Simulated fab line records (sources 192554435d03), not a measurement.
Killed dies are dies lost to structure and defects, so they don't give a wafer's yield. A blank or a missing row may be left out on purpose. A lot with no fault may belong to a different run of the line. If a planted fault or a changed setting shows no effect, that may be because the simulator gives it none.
fab line records + flow n5_finfet
record
- lots=9
- wafers=26
- last_day=17
route steps=1938 shown HKMG_FIN@447 BEOL_M4@1111 PASSIVATION@1936
lots untouched by any fault: they come from a run of this same line in which no faults occurred
start_h: hours from the record's first day to the start of the lot's first wafer shown + wait_h: hours elapsed since this lot's preceding step + " the same as in the row above + L1.1+2: several wafers, shown together as one row + - no value, or no start was given + * or withheld: withheld + < > ~ a bound
route shown NAME@n: names a module that has steps shown in the file, with the first one's number in the route + usual: mean/standard deviation taken from wafers without a fault + same: alike in all rows + chamber/n: place in a boat + sites: per-site readings + _std_site: standard deviation of those values + _edge_site: inner sites' mean taken away from outer sites' mean + radius_mm: how far each site lies from the wafer's centre + mask NAME#n: copy n + behind: the tool/chamber that last shaped the wafer + hold: cause of the lot's hold/its duration in hours/its outcome + device: whichever transistor did not switch (one of n, p or np) + end of line: the route-end tests of the same wafers + a step given without rows: its recipe and nothing more + killed: count of dies lost to structure and defects at first sort (not the wafer's yield) + map: a wafer's dies, x killed, . not, _ none there
set.NAME: the setting the step ran with; set.NAME@STEP: the setting that earlier step ran with + model.NAME: the simulator's own value behind a step, which no gauge read
a sample of lots followed through the steps of the route, with each step as a table and each wafer as a row
services: from which hour (start_h, from the record's first day; less than 0 if before it) a tool's chamber was out of use, for how many hours, and why
## steps
# step N5_HKMG_FIN_STRIP_88
# recipe
- chemistry=N2/H2
- power_w=2500
- temp_c=300
- h2_frac=0.65
- time_s=360
- pressure_mtorr=withheld
- n2_flow_sccm=1750
- h2_flow_sccm=3250
# usual
- drypump_motor_current_A=6.0/0.4
- heater_power_w=515/27
| lot.wafer | tool            | chamber | start_h | wait_h | drypump_motor_current_A | heater_power_w | rf_hours_counter_h |
|-----------|-----------------|---------|---------|--------|-------------------------|----------------|--------------------|
| L147.1    | plasma_asher-01 | 0       | 76.60   | 0.0    | 5.8                     | 497            | 102                |
| L147.6    | "               | 1       | "       | "      | 5.8                     | 545            | -                  |
| L150.2    | plasma_asher-01 | 1       | 93.87   | 0.0    | 5.9                     | 556            | 106                |
| L150.3    | "               | 0       | "       | "      | 5.8                     | 491            | -                  |
| L150.5    | "               | 1       | "       | "      | 5.9                     | 547            | -                  |
| L154.2    | plasma_asher-02 | 0       | 118.12  | 0.0    | 5.7                     | 484            | 33                 |
| L154.3    | "               | 1       | "       | "      | 6.7                     | 530            | -                  |
| L154.4    | "               | 0       | "       | "      | 5.7                     | 489            | -                  |
| L157.1    | plasma_asher-01 | 0       | 138.67  | 0.0    | 5.8                     | 491            | 116                |
| L157.2    | "               | 1       | "       | "      | 5.9                     | 559            | 116                |
| L157.4    | "               | 1       | "       | "      | 5.8                     | 551            | -                  |
| L158.3    | plasma_asher-02 | 0       | 147.63  | 0.1    | 5.6                     | 488            | -                  |
| L158.4    | "               | 1       | "       | "      | 6.7                     | 521            | -                  |
| L158.5    | "               | 1       | "       | "      | 6.7                     | 534            | -                  |
| L159.1    | plasma_asher-02 | 0       | 151.06  | 0.0    | 5.7                     | 496            | 37                 |
| L159.2    | "               | 1       | "       | "      | 6.7                     | 526            | 37                 |
| L159.4    | "               | 1       | "       | "      | 6.7                     | 523            | -                  |
| L160.2    | plasma_asher-01 | 1       | 160.99  | 0.0    | 5.8                     | 565            | 121                |
| L160.4    | "               | 1       | "       | "      | 5.8                     | 550            | -                  |
| L160.5    | "               | 0       | "       | "      | 5.7                     | 491            | -                  |
| L161.3    | plasma_asher-01 | 1       | 163.03  | 0.2    | 5.9                     | 541            | -                  |
| L161.4    | "               | 0       | "       | "      | 5.7                     | 499            | -                  |
| L161.5    | "               | 0       | "       | "      | 5.8                     | 509            | -                  |
| L169.3    | plasma_asher-02 | 0       | 213.47  | 0.1    | 5.7                     | 496            | -                  |
| L169.5    | "               | 1       | "       | "      | 6.7                     | 523            | -                  |
| L169.6    | "               | 0       | "       | "      | 5.7                     | 485            | -                  |
# step N5_HKMG_FIN_ETCH_67
# recipe
- chemistry=N2/H2
- target=SOC
- target_depth_a=3889
- stop_on=TiN
- ion_energy_ev=100
- bias_w=61
- pressure_mtorr=30
- source_w=850
- n2_flow_sccm=200
- h2_flow_sccm=200
# usual
- drypump_motor_current_A=5.5/0.49
- oes_product_au=0.78/0.078
- rf_vpp_V=240.6/1.4
- showerhead_plenum_p_Torr=2.54/0.098
- throttle_valve_pct=17.89/0.19
| lot.wafer | tool        | chamber | start_h | wait_h | drypump_motor_current_A | oes_product_au | rf_hours_counter_h | rf_vpp_V | showerhead_plenum_p_Torr | throttle_valve_pct |
|-----------|-------------|---------|---------|--------|-------------------------|----------------|--------------------|----------|--------------------------|--------------------|
| L147.1    | rie_diel-04 | 0       | 77.43   | -      | 5.7                     | 0.70           | 180                | 242.1    | 2.64                     | 17.96              |
| L147.6    | "           | 3       | "       | "      | 5.1                     | 0.80           | -                  | 241.6    | 2.56                     | 17.82              |
| L150.2    | rie_diel-04 | 2       | 94.69   | -      | 6.3                     | 0.90           | 29                 | 240.1    | 2.49                     | 17.90              |
| L150.3    | "           | 1       | "       | "      | 5.9                     | 0.76           | 150                | 239.6    | 2.45                     | 17.75              |
| L150.5    | "           | 3       | "       | "      | 5.1                     | 0.79           | -                  | 240.9    | 2.55                     | 17.83              |
| L154.2    | rie_diel-04 | 2       | 119.01  | -      | 6.3                     | 0.86           | 38                 | 239.1    | 2.49                     | 17.91              |
| L154.3    | "           | 1       | "       | "      | 5.9                     | 0.75           | 160                | 239.4    | 2.45                     | 17.77              |
| L154.4    | "           | 0       | "       | "      | 5.8                     | 0.71           | 196                | 240.4    | 2.63                     | 17.97              |
| L157.1    | rie_diel-05 | 0       | 139.49  | -      | 5.9                     | 0.76           | 108                | 242.8    | 2.66                     | 17.98              |
| L157.2    | "           | 1       | "       | "      | 5.1                     | 0.90           | 23                 | 239.7    | 2.49                     | 17.61              |
| L157.4    | "           | 2       | "       | "      | 5.4                     | 0.88           | 35                 | 241.2    | 2.72                     | 17.68              |
| L158.3    | rie_diel-04 | 3       | 148.34  | -      | 5.0                     | 0.77           | 118                | 239.5    | 2.55                     | 17.87              |
| L158.4    | "           | 0       | "       | "      | 5.7                     | 0.69           | 205                | 241.6    | 2.63                     | 17.98              |
| L158.5    | "           | 3       | "       | "      | 5.1                     | 0.77           | -                  | 241.4    | 2.55                     | 17.86              |
| L159.1    | rie_diel-05 | 0       | 151.92  | -      | 5.9                     | 0.77           | 113                | 243.1    | 2.66                     | 17.99              |
| L159.2    | "           | 1       | "       | "      | 5.1                     | 0.89           | 28                 | 240.0    | 2.48                     | 17.62              |
| L159.4    | "           | 3       | "       | "      | 6.4                     | 0.68           | 225                | 238.6    | 2.40                     | 17.86              |
| L160.2    | rie_diel-06 | 0       | 161.84  | -      | 4.8                     | 0.75           | 150                | 238.8    | 2.43                     | 17.65              |
| L160.4    | "           | 2       | "       | "      | 5.3                     | 0.73           | -                  | 241.6    | 2.53                     | 18.08              |
| L160.5    | "           | 0       | "       | "      | 4.8                     | 0.75           | -                  | 238.1    | 2.43                     | 17.64              |
| L161.3    | rie_diel-05 | 0       | 163.76  | -      | 5.9                     | 0.76           | 116                | 242.0    | 2.66                     | 17.99              |
| L161.4    | "           | 3       | "       | "      | 6.4                     | 0.67           | 228                | 239.0    | 2.39                     | 17.88              |
| L161.5    | "           | 2       | "       | "      | 5.4                     | 0.86           | -                  | 243.1    | 2.71                     | 17.69              |
| L169.3    | rie_diel-06 | 0       | 214.17  | -      | 4.8                     | 0.74           | 170                | 239.3    | 2.42                     | 17.67              |
| L169.5    | "           | 2       | "       | "      | 5.3                     | 0.72           | -                  | 239.7    | 2.53                     | 18.11              |
| L169.6    | "           | 1       | "       | "      | 5.6                     | 0.72           | -                  | 240.2    | 2.52                     | 18.25              |
# step N5_HKMG_FIN_STRIP_90
# recipe
- chemistry=N2/H2
- material=SOC
- time_s=20
- power_w=500
- temp_c=40
- pressure_mtorr=50
- rf_frequency_hz=6e+07
- bias_power_w=8
- h2_frac=0.5
- n2_flow_sccm=300
- h2_flow_sccm=300
# usual
- drypump_motor_current_A=5.5/0.49
- oes_product_au=0.79/0.082
- rf_vpp_V=54.2/0.82
- showerhead_plenum_p_Torr=3.35/0.12
- throttle_valve_pct=19.1/0.34
| lot.wafer | tool        | chamber | start_h | wait_h | drypump_motor_current_A | oes_product_au | rf_hours_counter_h | rf_vpp_V | showerhead_plenum_p_Torr | throttle_valve_pct |
|-----------|-------------|---------|---------|--------|-------------------------|----------------|--------------------|----------|--------------------------|--------------------|
| L147.1    | rie_diel-04 | 0       | 77.49   | 0.0    | 5.7                     | 0.70           | 180                | 54.9     | 3.48                     | 19.7               |
| L147.6    | "           | 3       | "       | "      | 5.1                     | 0.81           | -                  | 54.0     | 3.38                     | 18.9               |
| L150.2    | rie_diel-04 | 2       | 94.75   | 0.0    | 6.3                     | 0.91           | 29                 | 54.1     | 3.29                     | 18.9               |
| L150.3    | "           | 1       | "       | "      | 5.9                     | 0.76           | 150                | 53.7     | 3.24                     | 19.0               |
| L150.5    | "           | 3       | "       | "      | 5.1                     | 0.80           | -                  | 53.1     | 3.37                     | 18.9               |
| L154.2    | rie_diel-04 | 2       | 119.07  | 0.0    | 6.3                     | 0.90           | 38                 | 55.1     | 3.29                     | 18.9               |
| L154.3    | "           | 1       | "       | "      | 5.9                     | 0.76           | 160                | 52.9     | 3.24                     | 19.0               |
| L154.4    | "           | 0       | "       | "      | 5.7                     | 0.70           | 196                | 54.4     | 3.47                     | 19.7               |
| L157.1    | rie_diel-05 | 0       | 139.55  | 0.0    | 5.9                     | 0.79           | 108                | 54.3     | 3.51                     | 19.2               |
| L157.2    | "           | 1       | "       | "      | 5.1                     | 0.91           | 24                 | 55.0     | 3.29                     | 18.9               |
| L157.4    | "           | 2       | "       | "      | 5.4                     | 0.89           | 35                 | 54.8     | 3.58                     | 19.0               |
| L158.3    | rie_diel-04 | 3       | 148.40  | 0.0    | 5.0                     | 0.78           | 118                | 55.0     | 3.36                     | 18.9               |
| L158.4    | "           | 0       | "       | "      | 5.8                     | 0.69           | 205                | 54.7     | 3.47                     | 19.7               |
| L158.5    | "           | 3       | "       | "      | 5.1                     | 0.78           | -                  | 55.8     | 3.36                     | 18.9               |
| L159.1    | rie_diel-05 | 0       | 151.98  | 0.0    | 5.9                     | 0.78           | 113                | 53.9     | 3.50                     | 19.2               |
| L159.2    | "           | 1       | "       | "      | 5.1                     | 0.90           | 29                 | 54.5     | 3.28                     | 18.9               |
| L159.4    | "           | 3       | "       | "      | 6.4                     | 0.68           | 225                | 54.3     | 3.17                     | 19.2               |
| L160.2    | rie_diel-06 | 0       | 161.90  | 0.0    | 4.8                     | 0.76           | 150                | 53.8     | 3.21                     | 18.5               |
| L160.4    | "           | 2       | "       | "      | 5.3                     | 0.75           | -                  | 54.3     | 3.35                     | 19.5               |
| L160.5    | "           | 0       | "       | "      | 4.8                     | 0.77           | -                  | 55.7     | 3.21                     | 18.5               |
| L161.3    | rie_diel-05 | 0       | 163.82  | 0.0    | 5.9                     | 0.78           | 116                | 54.1     | 3.50                     | 19.2               |
| L161.4    | "           | 3       | "       | "      | 6.4                     | 0.68           | 228                | 55.0     | 3.17                     | 19.2               |
| L161.5    | "           | 2       | "       | "      | 5.4                     | 0.87           | -                  | 55.1     | 3.57                     | 19.0               |
| L169.3    | rie_diel-06 | 0       | 214.23  | 0.0    | 4.8                     | 0.75           | 170                | 53.7     | 3.20                     | 18.5               |
| L169.5    | "           | 2       | "       | "      | 5.3                     | 0.74           | -                  | 54.4     | 3.34                     | 19.5               |
| L169.6    | "           | 1       | "       | "      | 5.6                     | 0.73           | -                  | 53.8     | 3.33                     | 19.6               |
# step N5_HKMG_FIN_ETCHBACK_68
# recipe
- chemistry=Cl2/Ar
- stop_on=HfO2
- target_depth_a=5
- pressure_mtorr=10
- icp_w=600
- bias_w=60
- Cl2_flow_sccm=40
- Ar_flow_sccm=60
# usual
- bias_w=59.99/0.16
- chamber_pressure_mTorr=10.000/0.0089
- drypump_motor_current_A=5.4/0.37
- oes_product_au=0.69/0.11
- throttle_valve_pct=21.06/0.14
| lot.wafer | tool         | chamber | start_h | wait_h | bias_w | chamber_pressure_mTorr | drypump_motor_current_A | oes_product_au | rf_hours_counter_h | throttle_valve_pct |
|-----------|--------------|---------|---------|--------|--------|------------------------|-------------------------|----------------|--------------------|--------------------|
| L147.1    | rie_metal-01 | 1       | 77.65   | 0.0    | 60.30  | 9.987                  | 5.5                     | 0.57           | 136                | 21.17              |
| L147.6    | "            | 0       | "       | "      | 59.90  | 9.997                  | 5.2                     | 0.57           | -                  | 21.18              |
| L150.2    | rie_metal-01 | 0       | 94.91   | 0.0    | 59.75  | 9.994                  | 5.2                     | 0.56           | 143                | 21.19              |
| L150.3    | "            | 1       | "       | "      | 59.89  | 9.992                  | 5.5                     | 0.58           | -                  | 21.17              |
| L150.5    | "            | 1       | "       | "      | 60.04  | 9.997                  | 5.5                     | 0.53           | -                  | 21.22              |
| L154.2    | rie_metal-01 | 1       | 119.23  | 0.0    | 59.74  | 9.991                  | 5.5                     | 0.57           | 139                | 21.15              |
| L154.3    | "            | 0       | "       | "      | 59.94  | 9.995                  | 5.2                     | 0.56           | -                  | 21.17              |
| L154.4    | "            | 1       | "       | "      | 60.05  | 9.977                  | 5.5                     | 0.57           | -                  | 21.16              |
| L157.1    | rie_metal-02 | 0       | 139.71  | 0.0    | -      | -                      | -                       | -              | -                  | -                  |
| L157.2    | "            | 1       | "       | "      | -      | -                      | -                       | -              | -                  | -                  |
| L157.4    | "            | 1       | "       | "      | -      | -                      | -                       | -              | -                  | -                  |
| L158.3    | rie_metal-01 | 1       | 148.64  | 0.1    | -      | -                      | -                       | -              | -                  | -                  |
| L158.4    | "            | 1       | "       | "      | -      | -                      | -                       | -              | -                  | -                  |
| L158.5    | "            | 1       | "       | "      | -      | -                      | -                       | -              | -                  | -                  |
| L159.1    | rie_metal-02 | 0       | 152.13  | 0.0    | -      | -                      | -                       | -              | -                  | -                  |
| L159.2    | "            | 1       | "       | "      | -      | -                      | -                       | -              | -                  | -                  |
| L159.4    | "            | 1       | "       | "      | -      | -                      | -                       | -              | -                  | -                  |
| L160.2    | rie_metal-02 | 0       | 162.09  | 0.0    | 59.93  | 10.002                 | 5.0                     | 0.79           | 35                 | 20.96              |
| L160.4    | "            | 0       | "       | "      | 59.99  | 10.007                 | 5.0                     | 0.79           | -                  | 20.96              |
| L160.5    | "            | 1       | "       | "      | 59.80  | 10.004                 | 6.0                     | 0.64           | -                  | 21.08              |
| L161.3    | rie_metal-02 | 0       | 164.01  | 0.1    | 60.12  | 9.999                  | 5.1                     | 0.80           | -                  | 20.93              |
| L161.4    | "            | 1       | "       | "      | 59.92  | 10.005                 | 6.0                     | 0.64           | -                  | 21.07              |
| L161.5    | "            | 0       | "       | "      | 60.19  | 10.012                 | 5.0                     | 0.79           | -                  | 20.95              |
| L169.3    | rie_metal-02 | 1       | 214.43  | 0.1    | 59.80  | 10.014                 | 6.0                     | 0.64           | -                  | 21.09              |
| L169.5    | "            | 0       | "       | "      | 59.76  | 10.008                 | 5.0                     | 0.78           | -                  | 20.95              |
| L169.6    | "            | 1       | "       | "      | 59.95  | 9.994                  | 6.0                     | 0.64           | -                  | 21.08              |
# step N5_BEOL_M4_RC_MEAS_101
# usual
- DIBL_N=36.2/1.7
- DIBL_P=36.6/1.9
- IOFF_N=0.16/0.032
- IOFF_P=0.21/0.037
- ION_N=675/12
- ION_P=460/8.1
- SS_N=71.4/0.58
- SS_P=73.4/0.64
- VT_N=249/3.2
- VT_P=-252/3.4
| lot.wafer | tool      | chamber | start_h | wait_h | DIBL_N[mV/V] | DIBL_P[mV/V] | IOFF_N[nA/um] | IOFF_P[nA/um] | ION_N[uA/um] | ION_P[uA/um] | SS_N[mV/dec] | SS_P[mV/dec] | VT_N[mV] | VT_P[mV] |
|-----------|-----------|---------|---------|--------|--------------|--------------|---------------|---------------|--------------|--------------|--------------|--------------|----------|----------|
| L147.1    | prober-02 | 0       | 166.74  | 0.0    | 39.2         | 38.4         | 0.20          | 0.22          | 673          | 452          | 72.1         | 73.8         | 246      | -252     |
| L147.6    | "         | 0       | "       | "      | 36.3         | 35.2         | 0.15          | 0.18          | 674          | 459          | 70.1         | 73.3         | 248      | -252     |
| L150.2    | prober-02 | 0       | 183.29  | 0.2    | 38.1         | 38.5         | 0.19          | 0.23          | 682          | 462          | 72.5         | 73.5         | 248      | -250     |
| L150.3    | "         | 0       | "       | "      | 34.9         | 35.8         | 0.14          | 0.19          | 657          | 450          | 71.9         | 72.8         | 253      | -253     |
| L150.5    | "         | 0       | "       | "      | 36.7         | 37.3         | 0.17          | 0.21          | 676          | 462          | 71.4         | 73.5         | 250      | -253     |
| L154.2    | prober-02 | 0       | 203.56  | 0.2    | 36.8         | 38.0         | 0.17          | 0.21          | 669          | 454          | 72.3         | 73.7         | 248      | -254     |
| L154.3    | "         | 0       | "       | "      | 35.1         | 37.1         | 0.14          | 0.18          | 669          | 451          | 71.1         | 72.7         | 251      | -251     |
| L154.4    | "         | 0       | "       | "      | 36.4         | 37.7         | 0.16          | 0.20          | 672          | 450          | 71.1         | 73.2         | 246      | -253     |
| L157.1    | prober-02 | 0       | 226.69  | 0.0    | 38.8         | 41.1         | 0.20          | 0.27          | 688          | 473          | 71.6         | 74.6         | 245      | -250     |
| L157.2    | "         | 0       | "       | "      | 34.4         | 35.3         | 0.12          | 0.17          | 658          | 454          | 70.9         | 72.6         | 252      | -256     |
| L157.4    | "         | 0       | "       | "      | 37.4         | 38.8         | 0.18          | 0.23          | 693          | 465          | 71.7         | 73.9         | 247      | -253     |
| L159.1    | prober-02 | 0       | 242.03  | 0.0    | 34.1         | 33.4         | 0.13          | 0.16          | 667          | 456          | 70.7         | 72.5         | 249      | -254     |
| L159.2    | "         | 0       | "       | "      | 35.5         | 35.1         | 0.15          | 0.18          | 677          | 463          | 71.3         | 73.8         | 253      | -253     |
| L159.4    | "         | 0       | "       | "      | 35.3         | 35.6         | 0.15          | 0.18          | 671          | 461          | 71.5         | 73.5         | 252      | -254     |
| L158.3    | prober-01 | 0       | 242.82  | 0.3    | 34.7         | 35.4         | 0.14          | 0.20          | 669          | 461          | 70.6         | 72.9         | 253      | -251     |
| L158.4    | "         | 0       | "       | "      | 34.1         | 35.4         | 0.14          | 0.21          | 676          | 460          | 70.5         | 72.9         | 250      | -247     |
| L158.5    | "         | 0       | "       | "      | 33.1         | 34.1         | 0.11          | 0.18          | 649          | 456          | 70.7         | 73.4         | 256      | -251     |
| L160.2    | prober-02 | 0       | 245.13  | 0.2    | 36.2         | 37.0         | 0.16          | 0.20          | 672          | 453          | 71.1         | 73.1         | 247      | -253     |
| L160.4    | "         | 0       | "       | "      | 33.7         | 33.3         | 0.12          | 0.15          | 665          | 450          | 71.1         | 72.2         | 252      | -254     |
| L160.5    | "         | 0       | "       | "      | 36.9         | 37.8         | 0.18          | 0.22          | 673          | 460          | 71.8         | 73.6         | 248      | -251     |
| L161.3    | prober-02 | 0       | 247.01  | 0.3    | 38.6         | 41.4         | 0.21          | 0.26          | 679          | 467          | 72.2         | 74.4         | 246      | -249     |
| L161.4    | "         | 0       | "       | "      | 34.5         | 36.3         | 0.13          | 0.18          | 668          | 460          | 71.0         | 72.3         | 253      | -252     |
| L161.5    | "         | 0       | "       | "      | 37.6         | 40.2         | 0.18          | 0.23          | 681          | 464          | 71.9         | 73.9         | 247      | -254     |
| L169.3    | prober-01 | 0       | 295.63  | 0.3    | 38.3         | 39.7         | 0.20          | 0.26          | 692          | 470          | 71.9         | 74.3         | 247      | -247     |
| L169.5    | "         | 0       | "       | "      | 37.1         | 37.1         | 0.18          | 0.22          | 682          | 466          | 71.8         | 74.0         | 248      | -251     |
| L169.6    | "         | 0       | "       | "      | 36.5         | 36.0         | 0.17          | 0.21          | 682          | 466          | 71.2         | 73.5         | 248      | -250     |
# step N5_PASSIVATION_PROBE_49
# usual
- defect_limited_yield=91.3/1.5
- killed_at_M0_to_M3=35/10
- killed_at_M4_up=12/4.6
- killed_at_contacts=13/6.6
- killed_at_front_end=39/11
- killed_at_other=4/3.4
- killed_dies=103/17
- killed_on_rim=14/4.1
- killed_open=67/13
- killed_short=35/8.2
- sort_bin_5_function=5.1/0.94
- sort_bin_6_memory=3.2/0.7
- sort_n_pass=1077/17
- sort_yield_pct=91.3/1.5
# same
- gross_dies=1180
- killed_at_back_side=0
- sort_bin_4_leakage[%]=0
- sort_bin_8_speed[%]=0
| lot.wafer | tool      | chamber | start_h | wait_h | defect_limited_yield[%] | killed_at_M0_to_M3 | killed_at_M4_up | killed_at_contacts | killed_at_front_end | killed_at_other | killed_dies | killed_on_rim | killed_open | killed_short | sort_bin_5_function[%] | sort_bin_6_memory[%] | sort_n_pass | sort_yield_pct[%] |
|-----------|-----------|---------|---------|--------|-------------------------|--------------------|-----------------|--------------------|---------------------|-----------------|-------------|---------------|-------------|--------------|------------------------|----------------------|-------------|-------------------|
| L157.1    | prober-01 | -       | 326.39  | 0.0    | 59.3                    | 43                 | 11              | 12                 | 410                 | 4               | 480         | 29            | 75          | 49           | 6.4                    | 3.6                  | 700         | 59.3              |
| L157.2    | prober-01 | -       | 326.44  | 0.1    | 88.9                    | 44                 | 8               | 30                 | 43                  | 6               | 131         | 19            | 82          | 43           | 6.4                    | 4.2                  | 1049        | 88.9              |
| L157.4    | prober-01 | -       | 326.54  | 0.2    | 91.1                    | 27                 | 13              | 18                 | 45                  | 2               | 105         | 18            | 76          | 28           | 4.8                    | 3.8                  | 1075        | 91.1              |
| L159.1    | prober-01 | -       | 337.50  | 0.0    | 64.1                    | 34                 | 9               | 13                 | 365                 | 3               | 424         | 25            | 69          | 53           | 6.2                    | 3.6                  | 756         | 64.1              |
| L159.2    | prober-01 | -       | 337.55  | 0.1    | 89.8                    | 37                 | 9               | 13                 | 53                  | 8               | 120         | 15            | 85          | 33           | 5.3                    | 4.7                  | 1060        | 89.8              |
| L159.4    | prober-01 | -       | 337.65  | 0.2    | 86.2                    | 45                 | 13              | 8                  | 94                  | 3               | 163         | 25            | 115         | 44           | 7.8                    | 5.3                  | 1017        | 86.2              |
| L158.3    | prober-02 | -       | 345.66  | 0.1    | 51.9                    | 18                 | 11              | 16                 | 518                 | 4               | 567         | 113           | 47          | 39           | 3.6                    | 3.1                  | 613         | 51.9              |
| L158.4    | prober-02 | -       | 345.71  | 0.2    | 93.1                    | 32                 | 12              | 20                 | 17                  | 1               | 82          | 12            | 55          | 26           | 4.2                    | 2.7                  | 1098        | 93.1              |
| L158.5    | prober-02 | -       | 345.76  | 0.2    | 66.7                    | 30                 | 6               | 15                 | 339                 | 3               | 393         | 91            | 52          | 28           | 4.2                    | 2.6                  | 787         | 66.7              |
| L161.3    | prober-02 | -       | 347.17  | 0.1    | 90.7                    | 32                 | 15              | 16                 | 44                  | 3               | 110         | 12            | 64          | 45           | 5.9                    | 3.1                  | 1070        | 90.7              |
| L161.4    | prober-02 | -       | 347.22  | 0.2    | 91.4                    | 22                 | 15              | 17                 | 48                  | 0               | 102         | 12            | 65          | 31           | 5.1                    | 3.1                  | 1078        | 91.4              |
| L161.5    | prober-02 | -       | 347.27  | 0.2    | 91.1                    | 40                 | 7               | 9                  | 47                  | 2               | 105         | 15            | 52          | 52           | 5.5                    | 2.8                  | 1075        | 91.1              |
# killed by level:class
L157.1 HKMG_FIN:area_etch=355 DUMMY_GATE:geometric_particle:open=14 FIN_SAQP:geometric_particle:short=10 MOL_CONTACT_COAG:geometric_particle:open=9 BEOL_M0_SAQP:geometric_particle:open=7 GATE_CUT:geometric_particle:short=7 BEOL_M0_SAQP:geometric_particle:short=7 BEOL_M3:geometric_particle:open=6
L157.2 MOL_CONTACT_COAG:geometric_particle:open=26 BEOL_M2:geometric_particle:open=12 FIN_SAQP:geometric_particle:short=8 BEOL_M0_SAQP:geometric_particle:short=7 FIN_SAQP:geometric_particle:open=6 DUMMY_GATE:geometric_particle:open=6 ILD0:geometric_particle:short=6 BEOL_M0_SAQP:geometric_particle:open=5
L157.4 FIN_SAQP:geometric_particle:open=19 MOL_CONTACT_COAG:geometric_particle:open=11 DUMMY_GATE:geometric_particle:open=10 BEOL_M1:geometric_particle:open=9 MOL_CONTACT_COAG:geometric_particle:short=7 FIN_SAQP:geometric_particle:short=6 BEOL_M0:geometric_particle:open=6 STI_FIN_REVEAL:geometric_particle:open=5
L159.1 HKMG_FIN:area_etch=300 FIN_SAQP:geometric_particle:short=19 STI_FIN_REVEAL:geometric_particle:open=15 MOL_CONTACT_COAG:geometric_particle:open=11 BEOL_M3:geometric_particle:open=9 FIN_SAQP:geometric_particle:open=6 BEOL_M0_SAQP:geometric_particle:short=6 GATE_CUT:geometric_particle:short=6
L159.2 STI_FIN_REVEAL:geometric_particle:open=11 MOL_CONTACT_COAG:geometric_particle:open=11 BEOL_M3:geometric_particle:open=11 FIN_SAQP:geometric_particle:open=9 DUMMY_GATE:geometric_particle:open=8 FIN_SAQP:geometric_particle:short=7 BEOL_M1:geometric_particle:open=5 BEOL_M0_SAQP:geometric_particle:open=5
L159.4 STI_FIN_REVEAL:geometric_particle:open=37 FIN_SAQP:geometric_particle:open=24 STI_FIN_REVEAL:geometric_particle:short=14 BEOL_M3:geometric_particle:open=10 BEOL_M0_SAQP:geometric_particle:short=9 BEOL_M0_SAQP:geometric_particle:open=8 MOL_CONTACT_COAG:geometric_particle:open=6 BEOL_M1:geometric_particle:short=5
L158.3 HKMG_FIN:area_etch=480 MOL_CONTACT_COAG:geometric_particle:open=12 STI_FIN_REVEAL:geometric_particle:open=8 BEOL_M3:geometric_particle:open=8 FIN_SAQP:geometric_particle:short=7 GATE_CUT:geometric_particle:short=5 STARTING-WAFER:geometric_particle:short=5 MOL_CONTACT_COAG:geometric_particle:short=4
L158.4 MOL_CONTACT_COAG:geometric_particle:open=17 BEOL_M0_SAQP:geometric_particle:open=11 BEOL_M0_SAQP:geometric_particle:short=5 BEOL_M3:geometric_particle:short=5 BEOL_M3:geometric_particle:open=5 STARTING-WAFER:geometric_particle:short=5 GATE_CUT:geometric_particle:short=3 MOL_CONTACT_COAG:geometric_particle:short=3
L158.5 HKMG_FIN:area_etch=312 MOL_CONTACT_COAG:geometric_particle:open=11 BEOL_M0_SAQP:geometric_particle:open=10 BEOL_M3:geometric_particle:open=8 BEOL_M0_SAQP:geometric_particle:short=7 FIN_SAQP:geometric_particle:open=6 FIN_SAQP:geometric_particle:short=4 ILD0:geometric_particle:open=4
L161.3 FIN_SAQP:geometric_particle:short=14 MOL_CONTACT_COAG:geometric_particle:open=13 BEOL_M0_SAQP:geometric_particle:open=8 BEOL_M1:geometric_particle:open=8 BEOL_M0_SAQP:geometric_particle:short=7 BEOL_M4:geometric_particle:open=7 FIN_SAQP:geometric_particle:open=6 GATE_CUT:geometric_particle:short=6
L161.4 MOL_CONTACT_COAG:geometric_particle:open=15 FIN_SAQP:geometric_particle:short=13 FIN_SAQP:geometric_particle:open=10 BEOL_M2:geometric_particle:open=8 GATE_CUT:geometric_particle:short=6 BEOL_M4:geometric_particle:open=5 BEOL_M7:geometric_particle:open=5 BEOL_M0_SAQP:geometric_particle:open=4
L161.5 FIN_SAQP:geometric_particle:short=19 BEOL_M0_SAQP:geometric_particle:short=17 FIN_SAQP:geometric_particle:open=12 BEOL_M0_SAQP:geometric_particle:open=8 MOL_CONTACT_COAG:geometric_particle:open=6 BEOL_M2:geometric_particle:open=6 GATE_CUT:geometric_particle:short=5 STI_FIN_REVEAL:geometric_particle:open=3
## services
| tool            | chamber | start_h | hours | kind                          |
|-----------------|---------|---------|-------|-------------------------------|
| rie_diel-05     | 1       | 55.90   | -     | clean                         |
| rie_diel-05     | 1       | 55.90   | -     | consumable_replace:focus_ring |
| rie_diel-05     | 1       | 55.90   | 22.2  | scheduled_down                |
| rie_diel-05     | 1       | 55.90   | 22.2  | vent_cycle                    |
| rie_diel-05     | 2       | 56.85   | 6.6   | repair                        |
| rie_diel-04     | 3       | 62.88   | 3.4   | repair                        |
| rie_diel-04     | 2       | 65.04   | 4.3   | repair                        |
| rie_diel-05     | 3       | 70.68   | 31.9  | repair                        |
| plasma_asher-02 | -       | 75.13   | 2.3   | repair                        |
| rie_metal-02    | 1       | 105.80  | 7.8   | repair                        |
| rie_metal-01    | -       | 109.91  | 0.7   | repair                        |
| plasma_asher-02 | -       | 127.36  | 15.6  | pm                            |
| rie_metal-01    | 0       | 133.43  | -     | clean                         |
| rie_metal-01    | 0       | 133.43  | 16.4  | scheduled_down                |
| rie_metal-01    | 0       | 133.43  | 16.4  | vent_cycle                    |
| rie_diel-06     | 3       | 149.23  | -     | clean                         |
| rie_diel-06     | 3       | 149.23  | -     | consumable_replace:focus_ring |
| rie_diel-06     | 3       | 149.23  | -     | consumable_replace:showerhead |
| rie_metal-01    | 1       | 153.13  | -     | clean                         |
| rie_diel-04     | -       | 164.74  | 4.3   | pm                            |
| plasma_asher-02 | -       | 169.49  | 2.8   | pm                            |
| plasma_asher-01 | -       | 206.19  | 1.9   | repair                        |
| rie_diel-04     | -       | 212.56  | 0.5   | repair                        |
| rie_diel-05     | 0       | 213.29  | 4.7   | repair                        |
## key
first_sign
- step=N5_HKMG_FIN_ETCHBACK_68
- reading=tool_record
- direction=missing
effect
- step=N5_PASSIVATION_PROBE_49
- reading=killed_at_front_end
- direction=up
- sigmas=15
- usual=39
- struck=209
- wafers_moved=5
met_at N5_HKMG_FIN_ETCHBACK_68
struck_lots L157,L158,L159
not_acting_at N5_HKMG_FIN_STRIP_88,N5_HKMG_FIN_ETCH_67,N5_HKMG_FIN_STRIP_90
onset_between 119.23 139.71
fault
- kind=skipped_step_whole
- tool=rie_metal-01,rie_metal-02
- chamber=-
- onset_h=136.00
- steps=N5_HKMG_FIN_ETCHBACK_68
- scope=struck_lots_only
